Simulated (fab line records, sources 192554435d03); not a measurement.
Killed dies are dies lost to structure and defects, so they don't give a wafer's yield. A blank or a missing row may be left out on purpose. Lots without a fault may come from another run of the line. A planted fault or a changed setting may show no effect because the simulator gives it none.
Split-lot experiment | flow n5_finfet | 7 lots, 21 wafers read, on a route of 1938 steps

THE SPLIT
At N5_BEOL_M5_VIA_ETCH_34 (etches SiCOH lowk in C4F6/O2, target depth 88.3 nm, time 39.2 s), the setting bias_w was moved away from the recipe's 185 W on 9 of the 21 wafers read, by -16.5% to +8.1%. The other wafers ran this setting at the recipe's value.

The reading is taken at the split's own step.

THE READING
rf_vpp_V, in V, at N5_BEOL_M5_VIA_ETCH_34 (etches SiCOH lowk in C4F6/O2, target depth 88.3 nm, time 39.2 s). Fault-free wafers of this fab line usually give 663 V, standard deviation 6.5 V.

wafer  | tool, chamber at the split | bias_w as run, W | against the recipe | rf_vpp_V, V | against lot-mates on the recipe
L079.1 | rie_diel-02, 0             | 154.5            | -16.5%             | 574         | no lot-mate on the recipe
L079.2 | rie_diel-02, 3             | 154.5            | -16.5%             | 581         | no lot-mate on the recipe
L079.6 | rie_diel-02, 3             | 154.5            | -16.5%             | 581         | no lot-mate on the recipe
L080.2 | rie_diel-02, 0             | 168.2            | -9.1%              | 613         | -56
L080.3 | rie_diel-02, 3             | 185              | recipe             | 669         | -
L080.5 | rie_diel-02, 3             | 168.2            | -9.1%              | 622         | -47
L082.2 | rie_diel-04, 0             | 199.9            | +8.1%              | 708         | +32
L082.3 | rie_diel-04, 1             | 185              | recipe             | 676         | -
L082.5 | rie_diel-04, 3             | 199.9            | +8.1%              | 703         | +27
L085.1 | rie_diel-04, 2             | 185              | recipe             | 659         | -
L085.2 | rie_diel-04, 3             | 185              | recipe             | 661         | -
L085.5 | rie_diel-04, 3             | 185              | recipe             | 661         | -
L093.2 | rie_diel-03, 1             | 185              | recipe             | 667         | -
L093.4 | rie_diel-03, 0             | 160.1            | -13.5%             | 593         | -74
L093.5 | rie_diel-03, 1             | 185              | recipe             | 667         | -
L094.1 | rie_diel-02, 3             | 185              | recipe             | 671         | -
L094.3 | rie_diel-02, 0             | 185              | recipe             | 662         | -
L094.5 | rie_diel-02, 2             | 185              | recipe             | 659         | -
L097.2 | rie_diel-03, 3             | 185              | recipe             | 650         | -
L097.3 | rie_diel-03, 2             | 163.7            | -11.5%             | 599         | -56
L097.6 | rie_diel-03, 2             | 185              | recipe             | 660         | -

THE FIT
A straight line over all 21 wafers: rf_vpp_V changes by +5.2 V for each +1% of bias_w; r = +0.99; the points scatter about the line by 5.8 V.
The same after taking each lot's own level away (the mean of its wafers on the recipe; 18 wafers): +4.91 V for each +1%; r = +0.98; scatter 5.3 V.
On that fit, the largest move of bias_w shifts the reading by 81 V.
The lots' own levels span 655.0 to 676.0 V, that is 3.2 times the standard deviation above.
So the lot-to-lot level changes the slope little: the two slopes agree.
Check: with one of the wafers moved furthest among these (-13.5%) left out of the fit, the line predicts -66 V for it against its lot-mates. It came out at -74 V against them.
Tool readings at the split's step, against how far the setting was moved: rf_vpp_V r = +0.99.

OTHER SPLITS ON THESE WAFERS
These wafers also went through other splits before the reading. Each is held against what the fit with the lots' levels taken away leaves over:
other split on the same wafers | wafers away from the commonest value | r with rf_vpp_V (lot level and that fit taken away)
N5_BEOL_M4_COAT_67 spin_rpm    | 8                                    | -0.29
N5_BEOL_M4_COAT_22 spin_rpm    | 6                                    | +0.27
N5_BEOL_M5_ETCH_68 bias_w      | 8                                    | -0.12

THE FILE'S OWN FIT
rf_vpp_V changes by +5.09 V for each +1% of bias_w, r = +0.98.
